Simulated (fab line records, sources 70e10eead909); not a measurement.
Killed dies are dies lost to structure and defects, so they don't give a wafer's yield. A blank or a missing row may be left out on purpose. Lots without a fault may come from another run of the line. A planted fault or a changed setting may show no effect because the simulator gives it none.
Which tool did it? | flow nand_harc | 12 lots, 36 wafers sampled, at 1 step of a route of 1159

WHAT THE GAUGES READ, wafer by wafer
NHARC_P_STI_CD_MEAS_16.
lot  | measured    | on        | cd_nm (nm)
L075 | day 2 21:57 | cd_sem-02 | 200.8 195.8 197.7
L078 | day 3 09:54 | cd_sem-01 | 197.1 198.2 197.9
L079 | day 3 17:46 | cd_sem-02 | 199.7 196.9 201.3
L081 | day 4 05:47 | cd_sem-03 | 197.8 200.4 200.3
L083 | day 4 18:06 | cd_sem-03 | 203.0 199.4 201.5
L085 | day 5 05:45 | cd_sem-02 | 195.9 197.4 197.7
L087 | day 5 17:41 | cd_sem-03 | 203.8 202.3 205.8
L089 | day 6 06:52 | cd_sem-03 | 197.0 198.7 196.9
L091 | day 6 18:07 | cd_sem-01 | 200.0 195.9 200.1
L093 | day 7 07:29 | cd_sem-02 | 201.7 199.3 199.2
L095 | day 7 17:47 | cd_sem-03 | 197.9 201.3 197.3
L097 | day 8 05:41 | cd_sem-03 | 200.5 199.9 201.1

WHICH TOOL RAN EACH LOT (tool, then ch and the chambers of the sampled wafers, then the start)
The record holds no process step before these readings.

THE ANSWER, worked out from the rows above alone
Rule: what is usual is taken from the lots themselves. Put in order of their means at a reading, lots are off if they are a third of the lots or fewer, leave a main group of 4 or more, and stand apart from it by a gap of 3 or more times the standard deviation of the main group's means; of several such gaps the widest counts. A main group whose means are all the same, to the digits that the tables above print for the reading, isn't used. A lot without any number at a reading at which 4 lots or more have one is off too. The other lots that the step has rows for count as sound.
No lot is off at any reading shown: from this, nothing can be told.

WHAT THE SIMULATOR HAD PUT IN
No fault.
